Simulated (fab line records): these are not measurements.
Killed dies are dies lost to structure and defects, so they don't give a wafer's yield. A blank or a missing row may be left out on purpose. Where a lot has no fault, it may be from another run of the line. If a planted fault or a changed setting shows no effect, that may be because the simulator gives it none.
Problem report in the 8D (eight disciplines) form, filled by code    flow n5 finfet    the parts of the form that need people (team, actions taken, sign-off) are left out

== 1. WHAT WENT WRONG ==
At N5_BEOL_M12_SPUTTER_43, cathode dc power W averages 13990 W over 6 wafers from 2 lots, while fault-free wafers read 15000 W, standard deviation 2.8. So: -99 or more standard deviations from the usual mean.
The step: material TaN, target thk 15 nm, time 24.19 s.
The first sign was on wafer L817.1 at day 14 01:50, on pvd sputter-02. At this step, 18 wafers from 6 lots have a number in the record. By rule, "out" or "out of limits" means more than 4 standard deviations away from the usual mean. All remaining wafers that have a number are taken as sound.

== 2. WHAT IT IS, WHAT IT ISN'T ==
question                     is                      is not
which readings at this step  cathode dc power W      throttle valve pct
which lots                   L817, L819              L809, L814, L826, L827
which wafers of those lots   all that have a number  -
read on which tools          pvd sputter-02          pvd sputter-01, pvd sputter-03
when                         from day 14 01:50       up to then (6 sound wafers); but 6 sound wafers of L826, L827 came after

== 3. SUSPECTS, AND WHAT RULES EACH OUT ==
Counting: a tool at a process step up to the reading stays a suspect if it ran every lot that is out and no sound lot after the first of them.
- rie diel-01 at N5_BEOL_M12_ETCH_67 (etches SiARC in CF4, target depth 143 nm, time 238.3 s): ruled out as a lasting fault. The sound lots L827 went through it after L817, its earliest lot that is out (day 14 00:41).
- rie diel-01 at N5_BEOL_M12_ETCH_68 (etches SOC in N2/H2, time 285 s): ruled out as a lasting fault. The sound lots L827 went through it after L817, its earliest lot that is out (day 14 00:49).
- rie diel-01 at N5_BEOL_M12_TRENCH_ETCH_34 (etches SiOC in C4F8/O2/Ar, target depth 318.95 nm, time 125.5 s): ruled out as a lasting fault. The sound lots L827 went through it after L817, its earliest lot that is out (day 14 01:00).
- pvd sputter-02 at N5_BEOL_M12_DEGAS_41 (time 60 s): kept. It processed each lot that is out, first L817 at day 14 01:46, and no sound lot thereafter; up to then, the last sound lot it processed was L814 at day 13 11:12.
- pvd sputter-02 at N5_BEOL_M12_SPUTTER_43 (material TaN, target thk 15 nm, time 24.19 s): kept. It processed each lot that is out, first L817 at day 14 01:50, and no sound lot thereafter; up to then, the last sound lot it processed was L814 at day 13 11:17. Out on those wafers are its own readings of cathode dc power W.
Remaining after the count are pvd sputter-02 at N5_BEOL_M12_DEGAS_41 and pvd sputter-02 at N5_BEOL_M12_SPUTTER_43.

== 4. THE CAUSE (what the simulator had put in) ==
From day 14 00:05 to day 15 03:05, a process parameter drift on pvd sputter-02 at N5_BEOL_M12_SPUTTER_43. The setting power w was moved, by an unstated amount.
Counting left 2 suspects, and this tool is among them.

== 5. THE EFFECT CHAIN, in route order ==
One row per reading whose mean, taken over the struck wafers that have a number, lies over 3 standard deviations from the usual. Scope: only readings with a usual standard deviation given in the record; hours: median across lots of the time from each lot's start at the first step in this table that gives one to its start at this step; sigmas: change in usual standard deviations.
hours  step                    reading             usual    on struck wafers  change  sigmas
0      N5_BEOL_M12_SPUTTER_43  cathode dc power W  15000 W  13990             -1010   -99 or more
Here are the process steps it includes:
- N5_BEOL_M12_SPUTTER_43: material TaN, target thk 15 nm, time 24.19 s.

== 6. HOW IT WOULD HAVE BEEN CAUGHT EARLIER ==
In this record the first reading out of limits was taken at day 14 01:50, 2 hours after the fault began at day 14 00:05.
